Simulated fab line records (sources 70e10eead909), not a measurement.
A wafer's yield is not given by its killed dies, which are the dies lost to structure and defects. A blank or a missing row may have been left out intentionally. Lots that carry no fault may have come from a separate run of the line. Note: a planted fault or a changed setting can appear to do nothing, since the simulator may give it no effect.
A struck lot beside a sound one    flow nand harc    16 out of 1302 route steps
Sound: the wafers L731.2, L731.4, L731.6. Struck: wafers L742.1, L742.2 (left out: L742.3, a lot-mate that was not struck); the cause follows at the end.
Per side, at each step with rows, come the tool, then ch with its chambers, and then its first start. Under that, the readings that differ: sound wafers    struck wafers    difference of the means    sigmas: that difference in standard deviations of wafers without a fault.
alike: same words and numbers on both sides, and readings whose means sit less than 2 such deviations apart. not compared: any withheld reading, any reading some wafer has no value for, any bound like >300 that may hide the same value, and any number with overlapping values for which the record gives no deviation.
A row with sigmas, a row that says differs or no value, or rows on one side alone: a step with any of these is where the two part. When numbers do not overlap yet have no deviation, they are printed without sigmas and do not part them. A reading that every wafer of one side lacks parts them only if that side has two wafers or more.

NHARC_A_DECK1_JOINT_INSPECT_05:
  struck on defect inspect-01, day 17 10:01; sound on defect inspect-02, day 12 15:31
  alike: raw defect count
next comes 1 step that has no rows for these wafers: NHARC_A_ONON_D2_DEP_00 (target thickness 1000 nm).
NHARC_A_ONON_D2_THK_MEAS_02: measures by ellipsometry.
  struck on film metro-01, day 17 10:35; sound on film metro-02, day 12 16:05
  alike: thk nm
next comes 1 step that has no rows for these wafers: NHARC_A_ONON_D2_DEP_03 (target thickness 1000 nm).
NHARC_A_ONON_D2_THK_MEAS_05: measures by ellipsometry.
  struck on film metro-01, day 17 11:09; sound on film metro-01, day 12 16:40
  alike: thk nm
next comes 1 step that has no rows for these wafers: NHARC_A_ONON_D2_DEP_06 (target thickness 1000 nm).
NHARC_A_ONON_D2_THK_MEAS_08: measures by ellipsometry.
  struck on film metro-01, day 17 11:43; sound on film metro-02, day 12 17:14
  alike: thk nm
next comes 1 step that has no rows for these wafers: NHARC_A_ONON_D2_DEP_09 (target thickness 1000 nm).
NHARC_A_ONON_D2_THK_MEAS_11: measures by ellipsometry.
  struck on film metro-01, day 17 12:17; sound on film metro-02, day 12 17:48
  alike: thk nm
next comes 1 step that has no rows for these wafers: NHARC_A_ONON_D2_DEP_12 (target thickness 1000 nm).
NHARC_A_ONON_D2_THK_MEAS_14: measures by ellipsometry.
  struck on film metro-02, day 17 12:52; sound on film metro-02, day 12 18:22
  alike: thk nm
then, 1 step without rows for these wafers: NHARC_A_ONON_D2_ANNEAL_15 (time 3600 s).
NHARC_A_ONON_D2_DEP_16: target thk 1000 nm.
  sound on pecvd onon-02 ch 0, day 13 01:14; struck on pecvd onon-01 ch 0, day 17 19:40
  alike: nh3 flow sccm
NHARC_A_ONON_D2_THK_MEAS_18: measures by ellipsometry.
  struck on film metro-02, day 17 20:10; sound on film metro-02, day 13 01:41
reading      sound           struck   difference  sigmas
thk nm (nm)  1003 1002 1004  765 764  -238        -20
next comes 1 step that has no rows for these wafers: NHARC_A_ONON_D2_DEP_19 (target thickness 1000 nm).
-- record jumps: 11 days between struck wafers' starts before vs after; left off in module A_ONON_D2, resumes in module END, first step shown is number 1302 of the route --
NHARC_END_SORT_01:
  sound on prober-02 ch 0, day 24 21:25; struck on prober-02 ch 0, day 29 03:20
reading          sound     struck   difference  sigmas
killed at array  48 35 50  675 676  +631        +33
killed dies      50 39 57  677 677  +628        +33
  alike: killed at other, killed at periphery, killed open, killed short

WHERE THEY PART
First at NHARC_A_ONON_D2_THK_MEAS_18; last, within this record, at NHARC_END_SORT_01.

WHY: what had been put in by the simulator
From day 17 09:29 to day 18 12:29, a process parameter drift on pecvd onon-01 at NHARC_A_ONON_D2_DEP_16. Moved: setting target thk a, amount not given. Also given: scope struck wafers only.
